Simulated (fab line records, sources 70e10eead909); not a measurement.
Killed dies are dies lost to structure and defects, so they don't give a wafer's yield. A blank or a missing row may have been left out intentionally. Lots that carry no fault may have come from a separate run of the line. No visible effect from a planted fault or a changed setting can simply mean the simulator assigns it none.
fab line records | flow nand_harc
record: lots: 5 | wafers: 15 | last_day: 24
route steps=1159 shown P_STI@107 P_GATE@110 END@1159
lots untouched by any fault: they come from a run of this same line in which no faults occurred
start_h: hours from the record's opening day to when the first of the lot's shown wafers began | wait_h: hours elapsed since this lot's preceding step | " repeats the value in the row above | L1.1+2: several wafers, shown together as one row | - no value present, or no start provided | * or withheld: withheld | < > ~ a bound
route shown NAME@n: NAME is a module with steps in the file, n the number in the route of the first one | usual: mean and standard deviation over wafers with no fault | same: alike in all rows | chamber/n: place in a boat | sites: per-site readings | _std_site: the standard deviation of these | _edge_site: mean of outer sites minus mean of inner sites | radius_mm: for every site, how far away it sits from the centre of the wafer | mask NAME#n: copy n | behind: the last tool/chamber to shape the wafer | hold: why the lot went on hold/how many hours it stayed there/how the hold came to an end | device: transistor that didn't switch, given as n, p or np | end of line: at the end of the route, the tests of the same wafers | where a step has no rows: the recipe by itself | killed: count of dies lost to structure and defects at first sort (not the wafer's yield) | map: a wafer's dies, marking killed ones x, the rest . and places with no die _
set.NAME: the run value of the setting; set.NAME@STEP: its run value at that earlier step | model.NAME: the simulator's own value behind a step, which no gauge read
lots seen at some steps along the route; tables by step, rows by wafer
services: when a tool's chamber went out of use (start_h, in hours from the record's first day, below 0 if earlier), for how many hours, and the reason
== steps ==
step: NHARC_P_STI_SRD_39
step: NHARC_P_STI_OXIDE_40
recipe: target_thk_a: 100 | temp_c: 900 | ox_time_s: 1362 | material: SiO2
step: NHARC_P_STI_INSPECT_25
usual: raw_defect_count: 214/81
lot.wafer | tool              | chamber | start_h | wait_h | raw_defect_count
L554.3    | defect_inspect-01 | -       | 67.16   | 0.4    | 270
L554.5    | "                 | -       | "       | "      | 254
L554.6    | "                 | -       | "       | "      | 303
L556.2    | defect_inspect-01 | -       | 84.96   | 0.4    | 259
L556.3    | "                 | -       | "       | "      | 223
L556.5    | "                 | -       | "       | "      | 202
L571.1    | defect_inspect-01 | -       | 169.19  | 0.4    | 412
L571.2    | "                 | -       | "       | "      | 216
L571.6    | "                 | -       | "       | "      | 227
L573.1    | defect_inspect-01 | -       | 175.41  | 0.4    | 183
L573.2    | "                 | -       | "       | "      | 150
L573.4    | "                 | -       | "       | "      | 242
L576.1    | defect_inspect-01 | -       | 197.74  | 0.4    | 109
L576.2    | "                 | -       | "       | "      | 180
L576.6    | "                 | -       | "       | "      | 282
step: NHARC_P_GATE_ETCH_69
recipe: target_depth_a: 140 | chemistry: dHF | material: SiO2
step: NHARC_P_GATE_PRECLEAN_70
recipe: time_s: * | temp_c: 50 | bath_age_min: 0 | chemistry: SC1
step: NHARC_P_GATE_SRD_01
step: NHARC_P_GATE_OXIDE_02
recipe: target_thk_a: 375 | temp_c: 950 | p_h2o_torr: 720 | ox_time_s: 365 | material: SiO2
step: NHARC_P_GATE_DEHYDRATE_03
recipe: temp_c: 150 | time_s: 120
step: NHARC_P_GATE_HMDS_04
recipe: time_s: 30
step: NHARC_P_GATE_COAT_05
recipe: spin_rpm: 4690
step: NHARC_P_GATE_SOFTBAKE_06
recipe: temp_c: 122 | time_s: 95
step: NHARC_P_GATE_EBR_07
step: NHARC_P_GATE_EXPOSE_08
recipe: na: 0.6 | dose_mj: 16.75 | mask_id: P_HV
usual: reticle_temp_C: 23.01/0.095
lot.wafer | tool           | chamber | start_h | wait_h | mask     | reticle_temp_C
L554.3    | krf_scanner-02 | 0       | 75.36   | -      | P_HV#0   | 23.09
L554.5    | "              | 0       | "       | "      | P_HV#0   | 22.93
L554.6    | "              | 0       | "       | "      | P_HV#0   | 22.88
L556.2    | krf_scanner-02 | 0       | 93.02   | -      | P_HVPW#0 | 23.02
L556.3    | "              | 0       | "       | "      | P_HVPW#0 | 22.95
L556.5    | "              | 0       | "       | "      | P_HVPW#0 | 23.07
L571.1    | krf_scanner-01 | 0       | 176.91  | -      | P_HV#0   | 23.03
L571.2    | "              | 0       | "       | "      | P_HV#0   | 23.06
L571.6    | "              | 0       | "       | "      | P_HV#0   | 23.07
L573.1    | krf_scanner-01 | 0       | 183.40  | -      | P_HV#0   | 23.07
L573.2    | "              | 0       | "       | "      | P_HV#0   | 22.97
L573.4    | "              | 0       | "       | "      | P_HV#0   | 22.96
L576.1    | krf_scanner-01 | 0       | 205.62  | -      | P_HV#0   | 22.90
L576.2    | "              | 0       | "       | "      | P_HV#0   | 22.95
L576.6    | "              | 0       | "       | "      | P_HV#0   | 23.09
step: NHARC_P_GATE_PEB_09
recipe: peb_temp_c: 118 | peb_time_s: 85
step: NHARC_P_GATE_DEVELOP_10
recipe: time_s: 70
step: NHARC_P_GATE_CD_MEAS_11
recipe: target_cd_nm: 1640 | landing_energy_ev: 500
usual: cd_nm: 1640.1/1.7
lot.wafer | tool      | chamber | start_h | wait_h | cd_nm
L554.3    | cd_sem-02 | 0       | 75.52   | -      | 1640.8
L554.5    | "         | 0       | "       | "      | 1641.8
L554.6    | "         | 0       | "       | "      | 1640.4
L556.2    | cd_sem-01 | 0       | 93.17   | -      | -
L556.3    | "         | 0       | "       | "      | -
L556.5    | "         | 0       | "       | "      | -
L571.1    | cd_sem-01 | 0       | 177.07  | -      | 1642.5
L571.2    | "         | 0       | "       | "      | 1641.8
L571.6    | "         | 0       | "       | "      | 1641.0
L573.1    | cd_sem-03 | 0       | 183.56  | -      | 1640.7
L573.2    | "         | 0       | "       | "      | 1638.5
L573.4    | "         | 0       | "       | "      | 1639.5
L576.1    | cd_sem-03 | 0       | 205.78  | -      | 1642.9
L576.2    | "         | 0       | "       | "      | 1639.2
L576.6    | "         | 0       | "       | "      | 1641.9
step: NHARC_P_GATE_HARDBAKE_12
recipe: temp_c: 125 | time_s: 80
step: NHARC_END_SORT_01
recipe: temp_c: 25
usual: killed_at_array: 26/11 | killed_at_other: 0.6/1 | killed_at_periphery: 3.1/2.1 | killed_dies: 30/11 | killed_open: 3.4/1.8 | killed_short: 2.1/1.5
same: gross_dies: 677
lot.wafer | tool      | chamber | start_h | wait_h | killed_at_array | killed_at_other | killed_at_periphery | killed_dies | killed_open | killed_short
L556.2    | prober-01 | 0       | 465.99  | 2.8    | 6               | 2               | 669                 | 677         | 1           | 4
L556.3    | prober-01 | 0       | 466.80  | 3.1    | 14              | 1               | 662                 | 677         | 5           | 2
L556.5    | prober-01 | 0       | 468.42  | 3.7    | 10              | 0               | 667                 | 677         | 4           | 0
killed by level:class
L556.2 P_GATE:area_expose=664 A_CHANNEL_HOLE_D1:chamber_film_flake=3 P_GATE:chamber_film_flake=2 THIN_TSV:chamber_film_flake=2 P_CONTACT:geometric_particle:short=1 P_M0:geometric_particle:short=1 A_CHANNEL_FILL_D1:geometric_particle:short=1 A_CONTACT:geometric_particle:short=1
L556.3 P_GATE:area_expose=660 A_CONTACT:chamber_film_flake=5 A_SGD_CUT:geometric_particle:short=2 A_CONTACT:geometric_particle:open=2 P_CONTACT:geometric_particle:open=1 A_SGD_CUT:geometric_particle:open=1 A_M0:geometric_particle:open=1 P_STI:chamber_film_flake=1
L556.5 P_GATE:area_expose=662 A_CONTACT:geometric_particle:open=2 P_STI:chamber_film_flake=2 P_GATE:chamber_film_flake=2 A_WL_FILL:chamber_film_flake=2 A_CONTACT:chamber_film_flake=2 P_CONTACT:geometric_particle:open=1 A_CHANNEL_FILL_D1:geometric_particle:open=1
map L556.2 (x killed, . not)
____________x____________
_________xxxxxxx_________
_______xxxxxxxxxxx_______
______xxxxxxxxxxxxx______
_____xxxxxxxxxxxxxxx_____
____xxxxxxxxxxxxxxxxx____
____xxxxxxxxxxxxxxxxx____
___xxxxxxxxxxxxxxxxxxx___
___xxxxxxxxxxxxxxxxxxx___
__xxxxxxxxxxxxxxxxxxxxx__
__xxxxxxxxxxxxxxxxxxxxx__
_xxxxxxxxxxxxxxxxxxxxxxx_
_xxxxxxxxxxxxxxxxxxxxxxx_
_xxxxxxxxxxxxxxxxxxxxxxx_
_xxxxxxxxxxxxxxxxxxxxxxx_
_xxxxxxxxxxxxxxxxxxxxxxx_
xxxxxxxxxxxxxxxxxxxxxxxxx
xxxxxxxxxxxxxxxxxxxxxxxxx
xxxxxxxxxxxxxxxxxxxxxxxxx
xxxxxxxxxxxxxxxxxxxxxxxxx
xxxxxxxxxxxxxxxxxxxxxxxxx
_xxxxxxxxxxxxxxxxxxxxxxx_
_xxxxxxxxxxxxxxxxxxxxxxx_
_xxxxxxxxxxxxxxxxxxxxxxx_
_xxxxxxxxxxxxxxxxxxxxxxx_
_xxxxxxxxxxxxxxxxxxxxxxx_
__xxxxxxxxxxxxxxxxxxxxx__
__xxxxxxxxxxxxxxxxxxxxx__
___xxxxxxxxxxxxxxxxxxx___
___xxxxxxxxxxxxxxxxxxx___
____xxxxxxxxxxxxxxxxx____
____xxxxxxxxxxxxxxxxx____
_____xxxxxxxxxxxxxxx_____
______xxxxxxxxxxxxx______
_______xxxxxxxxxxx_______
_________xxxxxxx_________
____________x____________
map L554.5 (x killed, . not)
____________.____________
_________......._________
_______..........._______
______.............______
_____..............._____
____.................____
____x................____
___...................___
___...................___
__.....................__
__.....................__
_......................._
_......................._
_......................._
_......................._
_......................._
.........................
.........................
.........................
............x............
.........x...x...........
_.....xx................_
_........x..x..........._
_...........x..........x_
_......x..x...x........._
_.xx.....x...x.x........_
__.....................__
__....x....x...........__
___...................___
___...x......x........___
____..........xx.x...____
____....x....x.......____
_____........x......_____
______.............______
_______..........._______
_________......._________
____________.____________
== services ==
tool           | chamber | start_h | hours | kind
krf_scanner-01 | -       | 67.12   | 0.4   | repair
krf_scanner-01 | -       | 74.48   | 9.6   | repair
krf_scanner-01 | -       | 84.11   | 4.0   | pm
krf_scanner-02 | 0       | 94.98   | -     | calibration
krf_scanner-01 | 0       | 145.36  | -     | calibration
krf_scanner-02 | -       | 152.48  | 0.2   | repair
== key ==
first_sign: step: NHARC_P_GATE_EXPOSE_08 | reading: mask | direction: changed
effect: step: NHARC_P_GATE_CD_MEAS_11 | reading: cd_nm | direction: missing
effect: step: NHARC_END_SORT_01 | reading: killed_at_periphery | direction: up | sigmas: 99+ | usual: 3.1 | struck: 666
more_kills_born_at: NHARC_P_GATE_EXPOSE_08@krf_scanner-02: 1986
met_at NHARC_P_GATE_EXPOSE_08
struck_wafers L556.2,L556.3,L556.5
later_rows_left_out L556.2,L556.3,L556.5
tester_left_out L556
onset_between 75.36 93.02
fault: kind: wrong_mask | tool: any | chamber: - | onset_h: 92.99 | steps: NHARC_P_GATE_EXPOSE_08 | aux_copy: P_HVPW#0 | scope: struck_lots_only
tester_left_out: of these lots the tester's yield and bins aren't shown, on N5 and GAA mostly nor the transistor test; their killed dies are dies lost to structure and defects alone, not to doping, threshold or leakage, so they don't give the yield
later_rows_left_out: the simulator's readings of these wafers behind a module that went badly wrong aren't trusted and aren't shown, but for the sort
